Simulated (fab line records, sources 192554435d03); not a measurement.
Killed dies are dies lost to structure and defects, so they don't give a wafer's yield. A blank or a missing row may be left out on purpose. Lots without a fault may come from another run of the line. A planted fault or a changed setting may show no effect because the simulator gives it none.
Which tool did it? | flow n5_finfet | 24 lots, 72 wafers sampled, at 6 steps of a route of 1938

WHAT THE GAUGES READ, wafer by wafer
N5_BEOL_M2_OCD_MEAS_38.
lot  | measured     | on     | trench_depth_nm (nm)
L074 | day 6 18:05  | ocd-02 | 53.0 55.5 54.1
L075 | day 6 18:13  | ocd-02 | 55.9 52.9 52.3
L076 | day 7 06:04  | ocd-01 | 53.0 52.4 56.1
L077 | day 7 15:26  | ocd-01 | 56.3 56.4 56.5
L078 | day 7 18:59  | ocd-02 | 54.1 56.8 53.9
L079 | day 7 22:06  | ocd-02 | 52.5 54.0 56.1
L080 | day 8 06:29  | ocd-01 | 53.7 54.4 54.6
L081 | day 8 13:29  | ocd-02 | 52.6 55.8 55.7
L082 | day 9 03:43  | ocd-02 | 53.5 56.3 53.6
L083 | day 9 08:16  | ocd-02 | 57.3 56.3 55.0
L084 | day 9 08:16  | ocd-01 | 54.2 56.0 55.0
L085 | day 9 22:04  | ocd-02 | 54.2 54.5 54.8
L086 | day 9 22:05  | ocd-02 | 54.3 52.7 55.2
L087 | day 10 08:46 | ocd-01 | 55.4 56.3 55.3
L088 | day 10 09:45 | ocd-02 | 54.4 54.8 53.8
L090 | day 10 17:22 | ocd-02 | 54.9 56.6 56.6
L089 | day 11 00:54 | ocd-01 | 52.3 52.2 55.2
L091 | day 11 03:28 | ocd-01 | 55.8 54.4 55.5
L092 | day 11 07:36 | ocd-01 | 56.4 54.0 54.8
L093 | day 11 12:35 | ocd-02 | 55.5 53.4 55.2
L094 | day 12 06:18 | ocd-01 | 55.3 55.3 55.2
L095 | day 12 12:10 | ocd-01 | 56.1 55.2 56.5
L096 | day 12 18:01 | ocd-01 | 57.3 53.8 55.5
L097 | day 12 20:38 | ocd-01 | 53.3 53.2 52.8

N5_BEOL_M3_CD_MEAS_11: target cd 17.05 nm.
lot  | measured     | on        | cd_nm (nm)
L074 | day 7 02:51  | cd_sem-02 | 16.73 17.51 17.70
L075 | day 7 03:03  | cd_sem-03 | 16.79 16.87 16.65
L076 | day 7 12:31  | cd_sem-02 | 16.68 17.40 16.66
L077 | day 7 22:25  | cd_sem-01 | 17.15 17.32 17.12
L078 | day 7 23:25  | cd_sem-02 | 16.63 16.65 16.77
L079 | day 8 06:40  | cd_sem-01 | 16.48 16.11 16.40
L080 | day 8 14:14  | cd_sem-01 | 17.04 17.40 16.67
L081 | day 8 19:10  | cd_sem-01 | 16.91 16.96 17.42
L082 | day 9 08:43  | cd_sem-03 | 16.88 16.80 16.90
L083 | day 9 13:52  | cd_sem-02 | 17.09 16.82 16.84
L084 | day 9 13:55  | cd_sem-01 | 16.89 16.42 16.63
L085 | day 10 02:34 | cd_sem-02 | 17.05 16.88 17.03
L086 | day 10 05:23 | cd_sem-03 | 16.57 16.59 16.54
L087 | day 10 14:38 | cd_sem-01 | 17.38 16.97 17.25
L088 | day 10 15:14 | cd_sem-03 | 16.98 16.44 16.97
L090 | day 11 00:31 | cd_sem-01 | 17.09 16.63 16.72
L089 | day 11 07:29 | cd_sem-01 | 16.85 17.34 17.18
L091 | day 11 10:17 | cd_sem-03 | 16.95 16.77 17.54
L092 | day 11 14:04 | cd_sem-01 | 16.35 16.51 16.93
L093 | day 11 17:18 | cd_sem-02 | 16.84 17.41 17.41
L094 | day 12 15:22 | cd_sem-03 | 17.18 17.00 17.00
L095 | day 12 21:12 | cd_sem-01 | 17.33 17.45 17.37
L096 | day 13 02:59 | cd_sem-03 | 17.21 16.95 17.29
L097 | day 13 03:05 | cd_sem-03 | 16.87 17.25 17.10

N5_BEOL_M3_OVL_MEAS_12.
lot  | measured     | on         | M3_OVL (nm)
L074 | day 7 02:53  | overlay-01 | -0.7 -0.1 -0.6
L075 | day 7 03:05  | overlay-01 | -0.2 -1.4 -1.0
L076 | day 7 12:34  | overlay-01 | -1.2 -0.6 -1.2
L077 | day 7 22:28  | overlay-01 | -1.0 -1.2 -0.8
L078 | day 7 23:27  | overlay-01 | 0.8 -0.2 -0.2
L079 | day 8 06:42  | overlay-02 | -1.2 -1.5 -1.9
L080 | day 8 14:16  | overlay-02 | 0.1 1.1 -0.3
L081 | day 8 19:12  | overlay-02 | -0.4 0.1 -0.2
L082 | day 9 08:45  | overlay-01 | -1.0 -0.9 -0.9
L083 | day 9 13:55  | overlay-01 | -0.8 0.1 0.4
L084 | day 9 13:57  | overlay-02 | -1.2 -1.2 -0.2
L085 | day 10 02:36 | overlay-01 | -0.6 -1.5 -0.6
L086 | day 10 05:25 | overlay-02 | 0.8 0.5 1.1
L087 | day 10 14:40 | overlay-01 | -1.4 -0.3 -2.0
L088 | day 10 15:16 | overlay-02 | 1.1 -0.6 0.3
L090 | day 11 00:32 | overlay-01 | -0.3 -0.2 0.2
L089 | day 11 07:31 | overlay-02 | -0.6 -0.3 0.7
L091 | day 11 10:20 | overlay-01 | -2.1 -1.9 -2.1
L092 | day 11 14:06 | overlay-01 | -0.6 1.3 1.0
L093 | day 11 17:20 | overlay-01 | 0.2 0.4 0.3
L094 | day 12 15:25 | overlay-02 | -0.2 0.9 0.8
L095 | day 12 21:14 | overlay-02 | 0.0 -0.5 -1.0
L096 | day 13 03:01 | overlay-01 | -1.3 -1.2 -1.3
L097 | day 13 03:08 | overlay-02 | -1.4 -1.5 -2.0

WHICH TOOL RAN EACH LOT (tool, then ch and the chambers of the sampled wafers, then the start)
lot  | N5_BEOL_M2_PRE_CLEAN_45      | N5_BEOL_M2_SURFACE_TREAT_85  | N5_BEOL_M2_SPUTTER_81
L074 | pvd_sputter-01, day 6 18:32  | pvd_sputter-02, day 6 18:52  | pvd_sputter-03, day 6 19:35
L075 | pvd_sputter-03, day 6 18:35  | pvd_sputter-01, day 6 18:56  | pvd_sputter-02, day 6 19:49
L076 | pvd_sputter-01, day 7 06:18  | pvd_sputter-03, day 7 06:40  | pvd_sputter-01, day 7 09:01
L077 | pvd_sputter-03, day 7 16:16  | pvd_sputter-03, day 7 16:40  | pvd_sputter-02, day 7 17:35
L078 | pvd_sputter-02, day 7 19:14  | pvd_sputter-01, day 7 19:32  | pvd_sputter-02, day 7 20:11
L079 | pvd_sputter-01, day 7 22:42  | pvd_sputter-01, day 7 23:00  | pvd_sputter-02, day 7 23:41
L080 | pvd_sputter-02, day 8 07:04  | pvd_sputter-01, day 8 07:23  | pvd_sputter-03, day 8 08:13
L081 | pvd_sputter-03, day 8 14:13  | pvd_sputter-01, day 8 14:32  | pvd_sputter-02, day 8 15:22
L082 | pvd_sputter-01, day 9 03:57  | pvd_sputter-03, day 9 04:14  | pvd_sputter-02, day 9 04:56
L083 | pvd_sputter-02, day 9 08:46  | pvd_sputter-01, day 9 09:08  | pvd_sputter-03, day 9 09:59
L084 | pvd_sputter-02, day 9 08:53  | pvd_sputter-03, day 9 09:11  | pvd_sputter-01, day 9 10:07
L085 | pvd_sputter-01, day 9 22:17  | pvd_sputter-01, day 9 22:37  | pvd_sputter-01, day 9 23:25
L086 | pvd_sputter-03, day 9 22:25  | pvd_sputter-01, day 9 22:51  | pvd_sputter-02, day 10 00:24
L087 | pvd_sputter-03, day 10 09:40 | pvd_sputter-03, day 10 09:59 | pvd_sputter-03, day 10 10:43
L088 | pvd_sputter-01, day 10 10:27 | pvd_sputter-01, day 10 10:53 | pvd_sputter-01, day 10 11:52
L090 | pvd_sputter-02, day 10 18:30 | pvd_sputter-02, day 10 19:01 | pvd_sputter-02, day 10 19:48
L089 | pvd_sputter-03, day 11 01:08 | pvd_sputter-03, day 11 03:01 | pvd_sputter-03, day 11 03:44
L091 | pvd_sputter-01, day 11 04:02 | pvd_sputter-01, day 11 04:38 | pvd_sputter-01, day 11 05:25
L092 | pvd_sputter-02, day 11 09:41 | pvd_sputter-02, day 11 10:01 | pvd_sputter-02, day 11 10:41
L093 | pvd_sputter-02, day 11 12:55 | pvd_sputter-03, day 11 13:13 | pvd_sputter-03, day 11 13:55
L094 | pvd_sputter-02, day 12 07:08 | pvd_sputter-03, day 12 07:26 | pvd_sputter-02, day 12 08:10
L095 | pvd_sputter-02, day 12 12:29 | pvd_sputter-01, day 12 12:55 | pvd_sputter-02, day 12 13:49
L096 | pvd_sputter-01, day 12 19:04 | pvd_sputter-02, day 12 19:47 | pvd_sputter-02, day 12 20:41
L097 | pvd_sputter-01, day 12 21:17 | pvd_sputter-03, day 12 21:37 | pvd_sputter-03, day 12 22:22
- N5_BEOL_M2_PRE_CLEAN_45: time 30 s.
- N5_BEOL_M2_SURFACE_TREAT_85
- N5_BEOL_M2_SPUTTER_81: material Cu, target thk 4.5 nm, time 8.29 s.

WHAT THE TOOLS THEMSELVES READ (means of the sampled wafers that have a number; where no wafer has one, the mark that the record gives instead)
N5_BEOL_M2_PRE_CLEAN_45.
lot  | tool           | heater_power_w (W)
L074 | pvd_sputter-01 | 345
L075 | pvd_sputter-03 | 362
L076 | pvd_sputter-01 | 366
L077 | pvd_sputter-03 | 376
L078 | pvd_sputter-02 | 360
L079 | pvd_sputter-01 | 394
L080 | pvd_sputter-02 | 379
L081 | pvd_sputter-03 | 354
L082 | pvd_sputter-01 | 390
L083 | pvd_sputter-02 | 359
L084 | pvd_sputter-02 | 382
L085 | pvd_sputter-01 | 375
L086 | pvd_sputter-03 | 346
L087 | pvd_sputter-03 | 356
L088 | pvd_sputter-01 | 389
L090 | pvd_sputter-02 | 371
L089 | pvd_sputter-03 | 332
L091 | pvd_sputter-01 | 370
L092 | pvd_sputter-02 | 378
L093 | pvd_sputter-02 | 381
L094 | pvd_sputter-02 | 383
L095 | pvd_sputter-02 | 361
L096 | pvd_sputter-01 | 396
L097 | pvd_sputter-01 | 379

N5_BEOL_M2_SPUTTER_81.
lot  | tool           | chuck_sensor_temp_C (C) | throttle_valve_pct (%)
L074 | pvd_sputter-03 | -16.0                   | 30.2
L075 | pvd_sputter-02 | -16.2                   | 29.9
L076 | pvd_sputter-01 | -16.0                   | 30.0
L077 | pvd_sputter-02 | -15.9                   | 30.0
L078 | pvd_sputter-02 | -15.9                   | 29.9
L079 | pvd_sputter-02 | -16.1                   | 29.9
L080 | pvd_sputter-03 | -16.2                   | 30.7
L081 | pvd_sputter-02 | -16.0                   | 29.9
L082 | pvd_sputter-02 | -15.7                   | 30.0
L083 | pvd_sputter-03 | -15.8                   | 30.4
L084 | pvd_sputter-01 | -16.0                   | 29.4
L085 | pvd_sputter-01 | -16.4                   | 29.5
L086 | pvd_sputter-02 | -16.1                   | 30.0
L087 | pvd_sputter-03 | -16.0                   | 30.3
L088 | pvd_sputter-01 | -16.3                   | 28.7
L090 | pvd_sputter-02 | -16.0                   | 29.9
L089 | pvd_sputter-03 | -15.6                   | 29.8
L091 | pvd_sputter-01 | -16.2                   | 29.6
L092 | pvd_sputter-02 | -15.9                   | 30.1
L093 | pvd_sputter-03 | -16.2                   | 30.6
L094 | pvd_sputter-02 | -16.1                   | 29.8
L095 | pvd_sputter-02 | -15.8                   | 30.0
L096 | pvd_sputter-02 | -16.2                   | 30.0
L097 | pvd_sputter-03 | -16.0                   | 30.3

THE ANSWER, worked out from the rows above alone
Rule: what is usual is taken from the lots themselves. Put in order of their means at a reading, lots are off if they are a third of the lots or fewer, leave a main group of 4 or more, and stand apart from it by a gap of 3 or more times the standard deviation of the main group's means; of several such gaps the widest counts. A main group whose means are all the same, to the digits that the tables above print for the reading, isn't used. A lot without any number at a reading at which 4 lots or more have one is off too. The other lots that the step has rows for count as sound. The gauges are gone through in route order, then the tools' own readings, and for those a lot's mean is taken as printed above. The first step at which some lot is off is used, and at that step the reading that is off furthest; a lot without a number counts as furthest.
No lot is off at any reading shown: from this, nothing can be told.

WHAT THE SIMULATOR HAD PUT IN
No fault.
